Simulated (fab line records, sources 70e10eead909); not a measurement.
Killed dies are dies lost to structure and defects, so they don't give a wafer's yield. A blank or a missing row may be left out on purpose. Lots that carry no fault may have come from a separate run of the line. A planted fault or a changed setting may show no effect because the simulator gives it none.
Chamber matching + flow nand-harc + NHARC_P_CONTACT_DEP_30 on pecvd-03: 3 sister chambers
The step deposits SiNx, target thk 30 nm. 3 wafers are shown with their chamber, then 11 later ones without.

## WAFERS PAIRED WITH THEIR CHAMBERS
| wafer  | chamber | heater-power-w (W) |
|--------|---------|--------------------|
| L087.5 | 0       | 622                |
| L088.6 | 1       | 729                |
| L091.2 | 2       | 925                |

## WAFERS MISSING THEIR CHAMBER
| wafer  | heater-power-w (W) |
|--------|--------------------|
| L091.4 | 591                |
| L091.5 | 921                |
| L093.4 | 623                |
| L093.5 | 839                |
| L093.6 | 640                |
| L095.1 | 531                |
| L095.2 | 891                |
| L095.5 | 884                |
| L097.3 | 720                |
| L097.5 | 702                |
| L097.6 | 789                |

## WHICH CHAMBER EACH ONE RAN IN
| wafer  | from the rows above     | in truth |
|--------|-------------------------|----------|
| L091.4 | 0                       | 0        |
| L091.5 | 2                       | 2        |
| L093.4 | 0                       | 0        |
| L093.5 | can't be placed: 2 or 1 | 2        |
| L093.6 | can't be placed: 0 or 1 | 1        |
| L095.1 | 0                       | 0        |
| L095.2 | 2                       | 2        |
| L095.5 | 2                       | 2        |
| L097.3 | can't be placed: 1 or 0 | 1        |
| L097.5 | can't be placed: 1 or 0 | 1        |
| L097.6 | can't be placed: 1 or 2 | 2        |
Correct placement for 6 of the 11. Not placeable from these rows: 5 (in 5, the candidates include the true chamber). 0 placed wrongly.
How it was worked out, from the rows above alone: a wafer's distance from a chamber is the root of the sum, over the readings, of the square of ((its reading less the chamber's mean) divided by the reading's scatter). If the next closest chamber is less than 2 further off than the closest, the wafer can't be placed; otherwise it belongs to the closest. For every chamber, the mean is computed from those of its wafers that are shown. The scatter (one wafer shown for each chamber): square how far every hidden wafer sits from the nearest shown wafer, average those squares and take the square root.
